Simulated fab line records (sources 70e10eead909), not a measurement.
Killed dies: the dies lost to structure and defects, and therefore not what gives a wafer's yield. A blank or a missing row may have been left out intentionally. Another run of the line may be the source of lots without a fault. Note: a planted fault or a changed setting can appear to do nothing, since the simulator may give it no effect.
fab line records	flow nand-harc
record lots=12	wafers=36	last-day=33
route steps=1302 shown P_ZERO_WELL@67 P_GATE@167 END@1302
lots with no fault: from the same line, run without faults
start-h: hours from the record's first day to the start of the lot's first wafer shown	wait-h: hours elapsed since this lot's preceding step	" repeats the value in the row above	L1.1+2: several wafers, shown together as one row	- no value, or no start given	* or withheld: withheld	< > ~ a bound
route shown NAME@n: a module of which the file shows steps, and the number in the route of the first	usual: the fault-free wafers' mean and standard deviation	same: alike in all rows	chamber/n: place in a boat	sites: the reading at each site	_std_site: how widely they spread, as a standard deviation	_edge_site: outer sites' mean less inner sites'	radius-mm: how far each site lies from the wafer's centre	mask NAME#n: copy n	behind: tool/chamber where the wafer was last shaped	hold: why the lot went on hold/how many hours it stayed there/how the hold came to an end	device: transistor that didn't switch, given as n, p or np	end of line: the tests these same wafers got at the end of their route	where a step has no rows: the recipe by itself	killed: dies that structure and defects cost at the first sort, which is not the same as the wafer's yield	map: a wafer's dies, x killed, . not, _ none there
set.NAME: the run value of the setting; set.NAME@STEP: its run value at that earlier step	model.NAME: the simulator's own value behind a step, which no gauge read
one table for each step of the route and one row for each wafer, over a sample of lots
services: the hour from which a tool's chamber was out of use, counted from the record's first day as start-h (under 0 if before that day), plus the number of hours and why
## steps
# step NHARC_P_ZERO_WELL_RTA_42
# recipe temp-c=1100	time-s=300
# usual lamp-power-pct=37.8/2.2	lamp_zone_7_pct=38.1/2.2	wafer_temp_C_max=1103.8/1.1
lot.wafer	tool	chamber	start-h	wait-h	lamp-power-pct	lamp_zone_7_pct	wafer_temp_C_max
L732.1	rtp-anneal-02	0	27.04	-	34.4	34.7	1105.3
L732.2	"	0	"	"	34.4	34.8	1104.2
L732.6	"	0	"	"	34.4	34.8	1106.0
L733.2	rtp-anneal-01	0	37.34	-	39.2	39.6	1103.9
L733.3	"	0	"	"	39.2	39.5	1104.1
L733.4	"	0	"	"	39.1	39.5	1103.2
L734.1	rtp-anneal-01	0	47.01	-	39.1	39.6	1102.0
L734.2	"	0	"	"	39.2	39.5	1105.4
L734.5	"	0	"	"	39.2	39.4	1102.1
L736.2	rtp-anneal-01	0	67.09	-	39.1	39.5	1103.2
L736.3	"	0	"	"	39.2	39.5	1103.1
L736.6	"	0	"	"	39.2	39.5	1102.6
L737.1	rtp-anneal-02	0	76.95	-	34.5	34.7	1105.8
L737.2	"	0	"	"	34.4	34.7	1104.2
L737.5	"	0	"	"	34.4	34.7	1105.5
L738.3	rtp-anneal-01	0	90.14	-	39.1	39.5	1103.1
L738.5	"	0	"	"	39.2	39.6	1103.2
L738.6	"	0	"	"	39.2	39.5	1102.7
L740.1	rtp-anneal-02	0	106.90	-	34.3	34.7	1107.0
L740.3	"	0	"	"	34.4	34.8	1106.1
L740.5	"	0	"	"	34.4	34.7	1105.4
L743.3	rtp-anneal-02	0	137.08	-	34.4	34.7	1107.1
L743.5	"	0	"	"	34.4	34.7	1103.3
L743.6	"	0	"	"	34.4	34.7	1104.8
L744.2	rtp-anneal-01	0	147.21	-	39.2	39.6	1103.3
L744.3	"	0	"	"	39.1	39.5	1103.1
L744.6	"	0	"	"	39.1	39.6	1103.2
L748.2	rtp-anneal-02	0	186.98	-	34.4	34.7	1107.1
L748.3	"	0	"	"	34.4	34.7	1103.8
L748.6	"	0	"	"	34.4	34.7	1104.6
L754.1	rtp-anneal-01	0	246.88	-	39.2	39.6	1103.5
L754.3	"	0	"	"	39.3	39.6	1103.9
L754.4	"	0	"	"	39.2	39.5	1103.5
L755.2	rtp-anneal-02	0	257.09	-	34.4	34.7	1105.0
L755.4	"	0	"	"	34.4	34.7	1104.9
L755.5	"	0	"	"	34.4	34.7	1105.5
# step NHARC_P_GATE_EXPOSE_43
# recipe na=0.6	target-cd-nm=720	dose-mj=14.81	mask-id=P_NSD
lot.wafer	tool	chamber	start-h	wait-h	mask
L732.1+2+6	krf-scanner-01	0	115.37	-	P_NSD#0
L733.2+3+4	krf-scanner-04	0	120.38	-	P_NSD#0
L734.1+2+5	krf-scanner-01	0	126.16	-	P_NSD#0
L736.2+3+6	krf-scanner-04	0	151.29	-	P_NSD#0
L737.1+2+5	krf-scanner-01	0	156.13	-	P_NSD#0
L738.3+5+6	krf-scanner-04	0	172.34	-	P_NSD#0
L740.1+3+5	krf-scanner-03	0	183.87	-	P_NSD#0
L743.3+5+6	krf-scanner-03	0	214.43	-	P_NSD#0
L744.2+3+6	krf-scanner-01	0	232.35	-	P_HVPW#0
L748.2+3+6	krf-scanner-04	0	269.80	-	P_NSD#0
L754.1+3+4	krf-scanner-01	0	323.50	-	P_NSD#0
L755.2+4+5	krf-scanner-04	0	339.87	-	P_NSD#0
# step NHARC_P_GATE_CD_MEAS_46
# recipe target-cd-nm=720	landing-energy-ev=500
# usual cd-nm=719.8/1.6
lot.wafer	tool	chamber	start-h	wait-h	cd-nm
L732.1	cd-sem-03	0	115.52	-	717.7
L732.2	"	0	"	"	718.3
L732.6	"	0	"	"	721.4
L733.2	cd-sem-03	0	120.53	-	721.4
L733.3	"	0	"	"	720.9
L733.4	"	0	"	"	720.4
L734.1	cd-sem-03	0	126.32	-	720.6
L734.2	"	0	"	"	720.9
L734.5	"	0	"	"	720.4
L736.2	cd-sem-03	0	151.45	-	721.6
L736.3	"	0	"	"	721.1
L736.6	"	0	"	"	719.2
L737.1	cd-sem-01	0	156.29	-	719.6
L737.2	"	0	"	"	720.1
L737.5	"	0	"	"	720.4
L738.3	cd-sem-01	0	172.49	-	721.6
L738.5	"	0	"	"	719.8
L738.6	"	0	"	"	720.7
L740.1	cd-sem-01	0	184.02	-	719.9
L740.3	"	0	"	"	719.2
L740.5	"	0	"	"	719.2
L743.3	cd-sem-01	0	214.58	-	721.4
L743.5	"	0	"	"	721.3
L743.6	"	0	"	"	718.3
L744.2	cd-sem-01	0	232.51	-	-
L744.3	"	0	"	"	-
L744.6	"	0	"	"	-
L748.2	cd-sem-03	0	269.96	-	720.1
L748.3	"	0	"	"	721.1
L748.6	"	0	"	"	720.3
L754.1	cd-sem-01	0	323.65	-	720.4
L754.3	"	0	"	"	718.8
L754.4	"	0	"	"	719.7
L755.2	cd-sem-03	0	340.03	-	717.4
L755.4	"	0	"	"	722.5
L755.5	"	0	"	"	721.7
# step NHARC_P_GATE_DESCUM_61
# recipe time-s=3	o2-flow-sccm=200	ar-flow-sccm=0	bias-power-w=0	chemistry=O2
# usual drypump-motor-current-A=5.6/0.32	oes-product-au=0.997/0.01	rf-vpp-V=57.7/0.88	showerhead-plenum-p-Torr=1.88/0.068	throttle-valve-pct=11.311/0.0092
lot.wafer	tool	chamber	start-h	wait-h	drypump-motor-current-A	oes-product-au	rf-hours-counter-h	rf-vpp-V	showerhead-plenum-p-Torr	throttle-valve-pct
L732.2	rie-diel-02	3	117.34	-	5.7	0.995	4.6	57.7	1.90	11.315
L732.1	"	2	"	"	5.4	1.002	3.7	57.3	1.87	11.309
L732.6	"	2	"	"	5.4	1.013	-	57.9	1.87	11.324
L733.4	rie-diel-09	2	122.48	-	6.4	1.003	9.0	57.5	2.01	11.317
L733.2	"	3	"	"	5.7	1.004	7.0	59.6	1.93	11.316
L733.3	"	1	"	"	5.1	1.000	6.3	58.1	2.05	11.317
L734.2	rie-diel-12	1	128.17	-	5.8	0.984	0.9	58.0	1.83	11.325
L734.1	"	2	"	"	5.7	0.984	1.0	58.3	1.92	11.327
L734.5	"	0	"	"	5.2	1.002	-	57.8	1.82	11.299
L736.2	rie-diel-09	3	153.37	-	5.7	1.002	0.1	58.1	1.93	11.320
L736.3	"	1	"	"	5.1	0.989	0.2	59.4	2.06	11.305
L736.6	"	3	"	"	5.7	1.011	-	57.8	1.93	11.312
L737.1	rie-diel-02	1	158.30	-	5.7	0.990	6.0	57.0	1.89	11.312
L737.2	"	3	"	"	5.7	1.003	6.5	57.8	1.90	11.309
L737.5	"	1	"	"	5.7	0.978	-	56.6	1.89	11.313
L738.3	rie-diel-09	0	174.43	-	5.1	0.989	0.2	56.4	1.84	11.307
L738.5	"	2	"	"	6.4	1.003	-	60.4	2.01	11.304
L738.6	"	3	"	"	5.7	0.993	-	58.8	1.93	11.304
L740.3	rie-diel-09	0	185.93	-	5.1	0.994	0.9	57.6	1.84	11.310
L740.1	"	2	"	"	6.4	1.003	1.4	59.2	2.01	11.308
L740.5	"	0	"	"	5.1	1.003	-	57.6	1.84	11.295
L743.3	rie-diel-02	2	216.37	-	5.4	0.998	8.7	56.3	1.87	11.319
L743.6	"	2	"	"	5.5	0.991	-	57.8	1.87	11.296
L743.5	"	3	"	"	5.7	1.004	-	57.5	1.89	11.312
L744.3	rie-diel-12	3	234.46	-	5.4	0.993	9.2	58.0	1.83	11.320
L744.2	"	1	"	"	5.7	0.992	8.0	56.9	1.83	11.323
L744.6	"	2	"	"	5.7	0.991	-	57.8	1.92	11.310
L748.3	rie-diel-09	0	271.88	-	5.1	1.005	6.0	56.7	1.84	11.307
L748.2	"	2	"	"	6.4	1.016	7.1	56.2	2.01	11.293
L748.6	"	3	"	"	5.7	1.013	-	58.3	1.93	11.303
L754.4	rie-diel-12	1	325.56	-	5.8	0.993	2.5	56.3	1.83	11.298
L754.1	"	2	"	"	5.6	0.976	2.0	58.9	1.92	11.301
L754.3	"	3	"	"	5.4	1.013	2.4	58.5	1.83	11.315
L755.2	rie-diel-12	0	341.94	-	5.2	1.018	3.9	56.7	1.82	11.320
L755.4	"	3	"	"	5.4	1.008	3.0	57.3	1.83	11.288
L755.5	"	1	"	"	5.8	0.997	-	57.2	1.83	11.303
# step NHARC_P_GATE_STRIP_95
# recipe power-w=1500	temp-c=250	chemistry=O2
# usual drypump-motor-current-A=5.7/0.53	heater-power-w=306/26	rf-refl-power-W=16/3.2
lot.wafer	tool	chamber	start-h	wait-h	drypump-motor-current-A	heater-power-w	rf-hours-counter-h	rf-refl-power-W
L732.2	plasma-asher-02	0	120.19	0.6	5.9	274	7	18
L732.1	"	1	"	"	6.2	325	7	15
L732.6	"	0	"	"	5.9	266	-	18
L733.2	plasma-asher-01	0	125.31	0.6	4.8	313	27	12
L733.4	"	0	"	"	4.8	307	-	11
L733.3	"	1	"	"	5.9	335	-	20
L734.2	plasma-asher-02	0	130.85	0.6	5.9	264	10	17
L734.1	"	1	"	"	6.2	327	10	15
L734.5	"	1	"	"	6.2	327	-	15
L736.2	plasma-asher-01	0	156.17	0.5	4.8	312	33	11
L736.3	"	0	"	"	4.8	297	-	12
L736.6	"	1	"	"	5.8	347	-	19
L737.1	plasma-asher-01	0	160.97	0.6	4.8	306	35	12
L737.2	"	1	"	"	5.9	337	35	20
L737.5	"	1	"	"	5.9	352	-	19
L738.3	plasma-asher-02	0	177.13	0.4	5.9	273	-	18
L738.5	"	0	"	"	5.9	272	-	17
L738.6	"	1	"	"	6.2	333	-	15
L740.1	plasma-asher-02	1	188.72	0.5	6.2	337	24	15
L740.3	"	0	"	"	5.9	272	-	18
L740.5	"	0	"	"	5.9	262	-	18
L743.3	plasma-asher-02	1	219.21	0.4	6.2	328	-	14
L743.5	"	1	"	"	6.2	348	-	14
L743.6	"	0	"	"	5.9	263	-	18
L744.2	plasma-asher-01	0	237.17	0.5	4.8	314	12	11
L744.3	"	0	"	"	4.8	314	-	12
L744.6	"	0	"	"	4.8	315	-	11
L748.2	plasma-asher-02	0	274.68	0.5	5.9	254	3	17
L748.3	"	1	"	"	6.2	315	-	15
L748.6	"	1	"	"	6.2	311	-	14
L754.1	plasma-asher-01	1	328.21	0.6	5.9	316	33	21
L754.3	"	1	"	"	5.9	323	-	20
L754.4	"	0	"	"	4.8	318	-	12
L755.2	plasma-asher-02	0	344.73	0.6	5.9	259	18	19
L755.4	"	0	"	"	5.9	255	-	18
L755.5	"	1	"	"	6.2	315	-	15
# step NHARC_END_SORT_01
# recipe temp-c=25
# usual killed-at-array=55/20	killed-at-other=0.7/0.96	killed-at-periphery=4.1/2.4	killed-dies=60/20	killed-open=3.3/1.9	killed-short=2.8/1.6
# same gross-dies=677
lot.wafer	tool	chamber	start-h	wait-h	killed-at-array	killed-at-other	killed-at-periphery	killed-dies	killed-open	killed-short
L744.2	prober-01	0	690.93	2.8	64	3	610	677	3	1
L744.3	prober-01	0	691.73	3.1	55	1	621	677	2	3
L744.6	prober-01	0	694.14	4.0	62	3	612	677	3	3
# killed by level:class
L744.2 P_GATE:area-expose=605 A_CHANNEL_HOLE_D1:chamber-film-flake=32 A_CONTACT:chamber-film-flake=10 A_SLIT:chamber-film-flake=8 A_WL_FILL:chamber-film-flake=5 P_GATE:chamber-film-flake=4 THIN_TSV:chamber-film-flake=3 A_CHANNEL_FILL_D1:geometric-particle:open=2
L744.3 P_GATE:area-expose=613 A_CHANNEL_HOLE_D1:chamber-film-flake=34 A_CONTACT:chamber-film-flake=8 P_GATE:chamber-film-flake=3 P_CONTACT:chamber-film-flake=3 A_CHANNEL_HOLE_D2:chamber-film-flake=3 A_WL_FILL:chamber-film-flake=3 P_CONTACT:geometric-particle:short=1
L744.6 P_GATE:area-expose=603 A_CHANNEL_HOLE_D1:chamber-film-flake=30 A_CONTACT:chamber-film-flake=11 P_CONTACT:chamber-film-flake=5 A_SLIT:chamber-film-flake=5 A_CHANNEL_HOLE_D2:chamber-film-flake=3 A_WL_FILL:chamber-film-flake=3 THIN_TSV:chamber-film-flake=3
## services
tool	chamber	start-h	hours	kind
krf-scanner-04	-	10.00	4.0	pm
rtp-anneal-02	-	12.00	12.0	pm
krf-scanner-04	-	26.68	1.0	repair
krf-scanner-04	-	34.17	0.2	repair
plasma-asher-02	-	53.41	1.5	repair
rie-diel-09	1	57.91	8.6	repair
rie-diel-09	3	71.97	8.7	repair
plasma-asher-02	-	74.32	9.0	pm
rie-diel-09	1	75.24	8.8	repair
krf-scanner-01	-	90.91	0.3	repair
rie-diel-09	1	126.39	13.9	repair
rie-diel-09	2	134.92	6.7	repair
krf-scanner-01	-	140.00	4.0	pm
rie-diel-09	-	143.17	9.0	pm
krf-scanner-01	-	146.91	0.5	repair
plasma-asher-01	-	165.00	9.0	pm
krf-scanner-04	-	182.00	4.0	pm
rie-diel-09	3	190.44	5.8	repair
rie-diel-09	-	200.90	0.7	repair
krf-scanner-01	-	234.40	1.8	repair
krf-scanner-04	-	246.47	0.4	repair
plasma-asher-02	-	251.32	9.0	pm
rie-diel-09	-	260.27	0.2	repair
krf-scanner-01	-	271.72	0.2	repair
## key
first-sign step=NHARC_P_GATE_EXPOSE_43	reading=mask	direction=changed
effect step=NHARC_P_GATE_CD_MEAS_46	reading=cd-nm	direction=missing
effect step=NHARC_END_SORT_01	reading=killed-at-periphery	direction=up	sigmas=99+	usual=4.1	struck=614.3
more-kills-born-at NHARC_P_GATE_EXPOSE_43@krf-scanner-01=1821
met-at NHARC_P_GATE_EXPOSE_43
struck-lots L744
later-rows-left-out L744.2,L744.3,L744.6
tester-left-out L744
not-acting-at NHARC_P_ZERO_WELL_RTA_42,NHARC_P_GATE_DESCUM_61,NHARC_P_GATE_STRIP_95
onset-between 156.13 232.35
fault kind=wrong-mask	tool=any	chamber=-	onset-h=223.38	steps=NHARC_P_GATE_EXPOSE_43	aux-copy=P_HVPW#0	scope=struck-lots-only
# tester-left-out: of these lots the tester's yield and bins aren't shown, on N5 and GAA mostly nor the transistor test; their killed dies are dies lost to structure and defects alone, not to doping, threshold or leakage, so they don't give the yield
# later-rows-left-out: the simulator's readings of these wafers behind a module that went badly wrong aren't trusted and aren't shown, but for the sort
